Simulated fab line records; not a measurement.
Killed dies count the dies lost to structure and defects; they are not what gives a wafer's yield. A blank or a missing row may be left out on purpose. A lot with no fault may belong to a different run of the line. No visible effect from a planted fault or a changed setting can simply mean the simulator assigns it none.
Chamber matching ; flow n5_finfet ; pecvd-04 running N5_PMOS_HMC_CHANNEL_EPI_HM_DEP_34: 3 sister chambers
The step deposits SiO2 from TEOS/O2, target thk 36 nm, time 6.9 s. 20 wafers are shown with their chamber, then 10 later ones without.

WAFERS, EACH WITH ITS CHAMBER
wafer;chamber;throttle_valve_pct (%);heater_power_w (W);showerhead_plenum_p_Torr (Torr)
L075.1;1;17.7;477;8.37
L075.4;0;19.1;524;8.37
L075.5;1;17.8;482;8.34
L079.4;1;17.8;522;8.34
L079.5;0;19.3;545;8.39
L079.6;2;18.5;667;8.31
L080.2;0;19.2;550;8.35
L080.3;0;19.1;538;8.38
L080.6;0;19.1;536;8.36
L082.1;0;19.5;542;8.39
L082.5;0;19.2;544;8.37
L082.6;1;17.5;448;8.35
L084.2;0;19.3;549;8.38
L084.3;1;17.7;540;8.34
L084.5;0;19.1;535;8.38
L085.3;0;18.9;497;8.39
L085.4;2;19.0;627;8.33
L085.5;0;19.2;494;8.37
L088.1;1;17.6;470;8.38
L088.4;0;19.1;532;8.37

SIGNATURES (means of the wafers above)
reading;chamber 0;chamber 1;chamber 2;scatter within a chamber
throttle_valve_pct;19.175;17.683;18.750;0.16
heater_power_w;532.17;489.83;647.00;24.9
showerhead_plenum_p_Torr;8.3750;8.3533;8.3200;0.0142
Rule: for each reading, subtract the chamber's mean from the wafer's reading, divide by that reading's scatter and square the result; add these up over the readings and take the root, which gives the wafer's distance from the chamber. If the next closest chamber is less than 2 further off than the closest, the wafer can't be placed; otherwise it belongs to the closest. The scatter: the root of (the sum of the squares of (reading less its chamber's mean) over the shown wafers, divided by (wafers less chambers)).

WAFERS WITHOUT THEIR CHAMBER
wafer;throttle_valve_pct (%);heater_power_w (W);showerhead_plenum_p_Torr (Torr)
L088.6;19.3;629;8.33
L089.3;18.1;559;8.35
L089.4;18.9;601;8.33
L089.6;17.9;549;8.34
L092.2;17.6;455;8.34
L092.4;17.9;440;8.34
L092.5;19.0;568;8.32
L097.1;19.4;560;8.39
L097.2;17.9;563;8.35
L097.5;17.9;575;8.35

THE CHAMBER EACH PASSED THROUGH
wafer;from the rows above;in truth
L088.6;can't be placed: 2 or 0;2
L089.3;can't be placed: 1 or 2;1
L089.4;2;2
L089.6;1;1
L092.2;1;1
L092.4;1;1
L092.5;can't be placed: 2 or 0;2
L097.1;0;0
L097.2;1;1
L097.5;1;1
Placed correctly: 7 of 10. Cannot be placed on the basis of these rows: 3; the candidates contain the true chamber in 3. Wrongly placed: 0.
